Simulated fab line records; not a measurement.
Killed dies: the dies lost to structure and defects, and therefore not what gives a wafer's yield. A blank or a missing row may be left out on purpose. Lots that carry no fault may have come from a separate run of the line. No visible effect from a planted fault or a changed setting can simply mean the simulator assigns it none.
3 desks, one fault -- flow nandHarc -- each desk has only its own numbers; what lay behind them comes last

THE DEFECT DESK
Counts from the inspections along the route, per lot, as means over the sampled wafers that have a number. The brackets show how far a lot's mean lies from the usual mean; more than 4 standard deviations puts the lot out of limits, marked OUT.
Columns: A = rawDefectCount at NHARC_A_ONON_D1_INSPECT_32, usual 72
lot,first seen here,A
L576,day 8 01:25,121
L579,day 8 21:31,88
L578,day 8 21:32,68
L580,day 8 21:41,85
L577,day 8 21:53,81
L587,day 10 23:10,62
L589,day 11 10:30,85
L588,day 11 10:49,94
L591,day 11 18:05,57
L592,day 11 18:05,51
L593,day 12 03:59,72
L595,day 12 15:40,85
L597,day 13 06:44,49
L599,day 14 05:25,54
Result from this desk: across the 14 lots, nothing is out of limits.

FROM THE METROLOGY DESK
What the gauges read for every lot (on any tool): the sampled wafers with a number, averaged. The brackets show how far a lot's mean lies from the usual mean; more than 4 standard deviations puts the lot out of limits, marked OUT.
Columns: A = thkNm at NHARC_A_ONON_D1_THK_MEAS_27, usual 999 nm; B = overlayXNm at NHARC_A_CHANNEL_HOLE_D1_OVL_MEAS_11, usual -0.3 nm; C = overlayYNm at NHARC_A_CHANNEL_HOLE_D1_OVL_MEAS_11, usual 0.1 nm
lot,first seen here,A,B,C
L576,day 8 00:19,995,1.3,1.0
L579,day 8 20:25,994,1.6,-0.3
L578,day 8 20:25,1017,-0.8,-2.1
L580,day 8 20:33,1008,-1.0,0.0
L577,day 8 20:46,1003,-1.4,-0.9
L587,day 10 22:04,1013,-0.3,-0.6
L589,day 11 09:23,981,1.4,0.0
L588,day 11 09:44,1000,0.7,-0.7
L591,day 11 16:58,995,-0.5,2.2
L592,day 11 16:58,995,-0.3,1.1
L593,day 12 02:53,1002,-0.7,-0.1
L595,day 12 14:34,998,0.1,-0.2
L597,day 13 05:15,1015,-0.6,-0.5
L599,day 14 04:11,1001,-1.8,-0.0
Result from this desk: across the 14 lots, nothing is out of limits.

AT THE TOOL OWNER'S DESK: lithoTrack-01
At NHARC_A_CHANNEL_HOLE_D1_SOFTBAKE_05 (time 55 s), the tool's own readings, given per lot that ran on this tool as the mean of the sampled wafers with a number. The brackets show how far a lot's mean lies from the usual mean; more than 4 standard deviations puts the lot out of limits, marked OUT.
Columns: A = exhaustPa at NHARC_A_CHANNEL_HOLE_D1_SOFTBAKE_05, usual 45.2 Pa; B = heaterPowerTotalW at NHARC_A_CHANNEL_HOLE_D1_SOFTBAKE_05, usual 188.44 W; C = plateTempC at NHARC_A_CHANNEL_HOLE_D1_SOFTBAKE_05, usual 105.01 C
lot,first seen here,A,B,C
L576,day 8 04:00,44.2,188.44,104.94
L578,day 8 23:00,45.5,188.48,105.07
L587,day 11 04:00,44.2,192.89 (+34) OUT,104.94
L588,day 11 14:00,45.3,193.07 (+36) OUT,105.12
L599,day 14 07:00,45.2,188.39,105.17
Finding of this desk: L587, L588 out of limits; the first was L587 at day 11 04:00, on heaterPowerTotalW at NHARC_A_CHANNEL_HOLE_D1_SOFTBAKE_05. L576, L578, L599: within limits.

BROUGHT TOGETHER
The tool owner's desk had the chance to raise an alarm at day 11 04:00 on L587, L588.
The defect desk saw nothing out of limits.
Nothing out of limits was seen by the metrology desk.
The defect desk has L587, L588 on record, within its limits.
The metrology desk has L587, L588 on record, within its limits.
On lithoTrack-01, each named lot ran NHARC_A_CHANNEL_HOLE_D1_SOFTBAKE_05.

WHAT THE SIMULATOR PUT IN
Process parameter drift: lithoTrack-01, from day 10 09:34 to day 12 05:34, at NHARC_A_CHANNEL_HOLE_D1_SOFTBAKE_05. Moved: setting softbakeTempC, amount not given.
Lots struck among those shown: L587, L588.
Time in hours from fault onset to the first out-of-limits reading at each desk: the tool owner's desk, 18.
